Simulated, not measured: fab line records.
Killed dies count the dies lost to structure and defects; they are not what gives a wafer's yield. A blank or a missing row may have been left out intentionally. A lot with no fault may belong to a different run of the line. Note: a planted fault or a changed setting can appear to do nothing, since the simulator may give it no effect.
Which tool was responsible? | flow nandHarc | Sampling: 6 lots, 18 wafers, 4 of 1302 route steps

== WHAT THE GAUGES READ, wafer by wafer ==
NHARC_END_SORT_01.
lot  | measured     | on        | killedAtOther
L285 | day 25 06:48 | prober-01 | 0 3 1
L288 | day 25 18:08 | prober-01 | 0 0 0
L295 | day 29 09:35 | prober-01 | 2 0 0
L297 | day 29 10:23 | prober-02 | 99 68 49
L300 | day 31 12:14 | prober-01 | 0 0 0
L304 | day 33 05:26 | prober-02 | 0 1 0

== WHICH TOOL RAN EACH LOT (tool, then ch and the chambers of the sampled wafers, then the start) ==
lot  | NHARC_HYBRID_BOND_PRECLEAN_01      | NHARC_THIN_TSV_DESCUM_35          | NHARC_THIN_TSV_ETCH_59
L285 | wetBench-08 ch 2,3,5, day 24 02:25 | rieDiel-09 ch 0,1,3, day 24 20:32 | rieMetal-03 ch 0,1, day 24 20:40
L288 | wetBench-10 ch 0,5,7, day 24 16:43 | rieDiel-07 ch 0,1,3, day 25 09:16 | rieMetal-02 ch 0, day 25 09:23
L295 | wetBench-10 ch 1,2,6, day 27 19:28 | rieDiel-10 ch 1,2, day 28 14:03   | rieMetal-02 ch 0,1, day 28 14:15
L297 | wetBench-10 ch 3,6,7, day 28 07:13 | rieDiel-10 ch 0,1,2, day 29 01:02 | rieMetal-01 ch 0,1, day 29 01:09
L300 | wetBench-08 ch 2,3,7, day 30 07:55 | rieDiel-07 ch 0,1, day 31 03:11   | rieMetal-01 ch 0,1, day 31 03:22
L304 | wetBench-10 ch 0,1,6, day 31 17:52 | rieDiel-10 ch 1,2, day 32 19:32   | rieMetal-02 ch 0,1, day 32 19:44
- NHARC_HYBRID_BOND_PRECLEAN_01: cleans in DIW, time 300 s.
- NHARC_THIN_TSV_DESCUM_35: chemistry O2, time 3 s.
- NHARC_THIN_TSV_ETCH_59: etches the open film in Cl2/BCl3, target depth 880 nm, time 138.1 s.

== THE ANSWER, worked out from the rows above alone ==
Rule: usual is defined by the lots themselves. Put in order of their means at a reading, lots are off if they are a third of the lots or fewer, leave a main group of 4 or more, and stand apart from it by a gap of 3 or more times the standard deviation of the main group's means; of several such gaps the widest counts. A main group whose means are all the same, to the digits that the tables above print for the reading, isn't used. Also off: a lot with no number at a reading for which 4 or more lots have one. All remaining lots with rows at the step are treated as sound.
Off at NHARC_END_SORT_01 (killedAtOther): L297. The main group has a mean of 0.5 with a standard deviation of 0.5.
A tool fits if, at a process step before that reading, it ran every lot that is off, and no sound lot after the first of them. The gauges at NHARC_END_SORT_01 are tried like those tools. Of those tried, none fits.

== WHAT WAS PUT IN BY THE SIMULATOR ==
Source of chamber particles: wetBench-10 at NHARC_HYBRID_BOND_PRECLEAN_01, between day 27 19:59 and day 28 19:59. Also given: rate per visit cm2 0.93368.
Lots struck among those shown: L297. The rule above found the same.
